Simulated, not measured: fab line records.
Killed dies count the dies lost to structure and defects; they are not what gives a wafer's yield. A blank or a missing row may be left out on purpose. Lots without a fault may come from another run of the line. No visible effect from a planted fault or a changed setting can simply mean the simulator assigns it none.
A struck lot beside a sound one :: flow n5 finfet :: 40 steps out of a route of 1938
Sound: the wafers L861.3, L861.4, L861.6. Struck: wafer L863.5 (left out: L863.3, L863.4 of the same lot, which were not struck); the cause appears at the end.
At each step with rows: each side's tool, then ch and its chambers, then its first start. Under that, the readings that differ: sound wafers :: struck wafers :: difference of the means :: sigmas: that difference in standard deviations of wafers without a fault.
alike: same words and numbers on both sides, and readings whose means sit less than 2 such deviations apart. not compared: any withheld reading, any reading some wafer has no value for, any bound like >300 that may hide the same value, and any number with overlapping values for which the record gives no deviation.
A row with sigmas, a row that says differs or no value, or rows on one side alone: a step with any of these is where the two part. Numbers that have no deviation but don't overlap get no sigmas and don't part them. A reading that every wafer of one side lacks parts them only if that side has two wafers or more.

first, 12 steps without rows for these wafers: N5_SDB_STRIP_19 (strips in N2/H2); N5_SDB_STRIP_21 (strips in CF4); N5_SDB_HM_OPEN_20 (chemistry CH3F/O2, target SiNx, stops on poly-Si, target depth 24 nm); N5_SDB_STRIP_22 (strips in N2/H2); N5_SDB_PRECLEAN_23 (cleans in dHF, time 30 s); N5_SDB_DUMMY_REMOVE_24 (chemistry TMAH, target poly-Si, stops on SiO2, target depth 142 nm, time 57 s, rinse time 30 s); N5_SDB_ETCH_25 (etches SiO2 in C4F6/O2, target depth 10 nm, time 3.3 s); N5_SDB_CUT_ETCH_26 (etches Si in HBr/Cl2/O2, target depth 129.6 nm, bt time 20 s, time 51.8 s); N5_SDB_PRECLEAN_38 (cleans in dHF, time 10 s); N5_SDB_PRECLEAN_39 (cleans in O3/DIW, time 45 s); N5_SDB_SRD_28 (time 30 s); N5_SDB_ALD_29 (deposits SiNx, target thk 30 nm, pulse time 1 s, ald cycles 600).
N5_SDB_CMP_30: polishes, stops on poly-Si, t overpolish 1.54 s, target thk 30 nm.
  sound on cmp-03 ch 1,3, day 6 21:29; struck on cmp-03 ch 1, day 7 14:50
reading: time to endpoint s (s)
sound: 15.7 16.3 19.0
struck: 11.9
difference: -5.1
sigmas: -3

reading: model.SiNx_of_SDB_ALD_29.thk nm (nm)
sound: 30 30 29.8
struck: 26.8
difference: -3.1
sigmas: 

reading: model.a-Si_of_DUMMY_GATE_CVD_03.thk nm (nm)
sound: 64 64 63.2
struck: 59.4
difference: -4.3
sigmas: 
  alike: edge zone pressure frac, motor current A, overpolish run s, slurry flow ml min
  not compared: pad life wafers
N5_SDB_THK_MEAS_31:
  sound on film metro-02, day 6 21:44; struck on film metro-02, day 7 15:08
reading: SDB_THK (nm)
sound: 64.1 64.0 63.1
struck: 59.4
difference: -4.3
sigmas: -5
then, 23 steps without rows for these wafers: N5_DUMMY_REMOVAL_HM_STRIP_01 (strips SiNx in CH3F/O2, stops on poly-Si, target depth 4 nm, time 6.8 s); N5_DUMMY_REMOVAL_STRIP_10 (strips in N2/H2, time 40 s); N5_DUMMY_REMOVAL_PRECLEAN_07 (cleans in dHF, time 30 s); N5_DUMMY_REMOVAL_DUMMY_REMOVE_02 (chemistry TMAH, target poly-Si, stops on SiO2, target depth 142 nm, time 57 s, rinse time 30 s); N5_DUMMY_REMOVAL_PRECLEAN_08 (cleans in NF3:NH3, afs cycles 2, time 20 s, sublimation time 60 s); N5_DUMMY_REMOVAL_PRECLEAN_04 (cleans in DHF, time 37 s); N5_DUMMY_REMOVAL_SRD_05 (time 30 s); N5_HKMG_FIN_IL_REGROW_00 (material SiO2, chemistry O3, target thk 0.75 nm, time 30 s); N5_HKMG_FIN_HK_ALD_01 (deposits HfO2, target thk 1.6 nm, pulse time 3 s, purge time 3 s); N5_HKMG_FIN_HK_ANNEAL_02 (time 30 s); N5_HKMG_FIN_ALD_74 (deposits La2O3, target thk 0.5 nm, pulse time 6 s, co reactant pulse time 1 s); N5_HKMG_FIN_ALD_75 (deposits Al2O3, target thk 1 nm, co reactant pulse time 1 s); N5_HKMG_FIN_COAT_41 (time 60 s, resist thk 300 nm); N5_HKMG_FIN_COAT_42 (time 60 s, resist thk 35 nm); N5_HKMG_FIN_COAT_43 (resist thk 90 nm); N5_HKMG_FIN_EBR_45; N5_HKMG_FIN_SOFTBAKE_44 (time 60 s); N5_HKMG_FIN_EXPOSE_46 (exposes mask NDIPOLE); N5_HKMG_FIN_PEB_47 (peb time 60 s); N5_HKMG_FIN_DEVELOP_48 (develop time 30 s); N5_HKMG_FIN_DESCUM_53 (chemistry O2, time 7.9 s); N5_HKMG_FIN_ETCH_54 (etches SiARC in CF4, target depth 45.5 nm, time 75.8 s); N5_HKMG_FIN_ETCH_55 (etches SOC in N2/H2, target depth 240 nm, time 300 s).
N5_GATE_CUT_ETCH_58: etches SiNx in CH3F/O2, target depth 17 nm, time 128.6 s.
  sound on rie diel-05 ch 0,1,3, day 7 07:34; struck on rie diel-01 ch 2, day 8 01:33
reading: model.SiNx_of_SDB_ALD_29.thk nm (nm)
sound: 24.6 24.6 24.6
struck: 21.8
difference: -2.8
sigmas: 
  alike: drypump motor current A, oes product au, rf vpp V, showerhead plenum p Torr, throttle valve pct
  not compared: rf hours counter h
-- here the record skips 3 days between the struck wafers' starts before and after, leaving off in module GATE_CUT and picking up in module BEOL_M4 (first step shown: number 1111 of the route) --
N5_BEOL_M4_RC_MEAS_101:
  sound on prober-01 ch 0, day 10 21:02; struck on prober-01 ch 0, day 11 06:44
reading: DIBL_P (mV/V)
sound: 37.2 36.4 36.5
struck: 33.5
difference: -3.2
sigmas: -2

reading: IOFF_N (nA/um)
sound: 0.191 0.169 0.169
struck: 0.134
difference: -0.042
sigmas: -2

reading: SS_N (mV/dec)
sound: 72.0 72.1 72.0
struck: 70.7
difference: -1.3
sigmas: -3
  alike: DIBL_N, IOFF_P, ION_N, ION_P, SS_P, VT_N, VT_P
after that, 1 step had no rows for these wafers: N5_PASSIVATION_PROBE_49.

WHERE THEY PART
First at N5_SDB_CMP_30; last, within this record, at N5_BEOL_M4_RC_MEAS_101.

WHY: whatever the simulator had introduced
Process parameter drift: cmp-03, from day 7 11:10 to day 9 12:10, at N5_SDB_CMP_30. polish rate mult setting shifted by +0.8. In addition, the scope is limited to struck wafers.
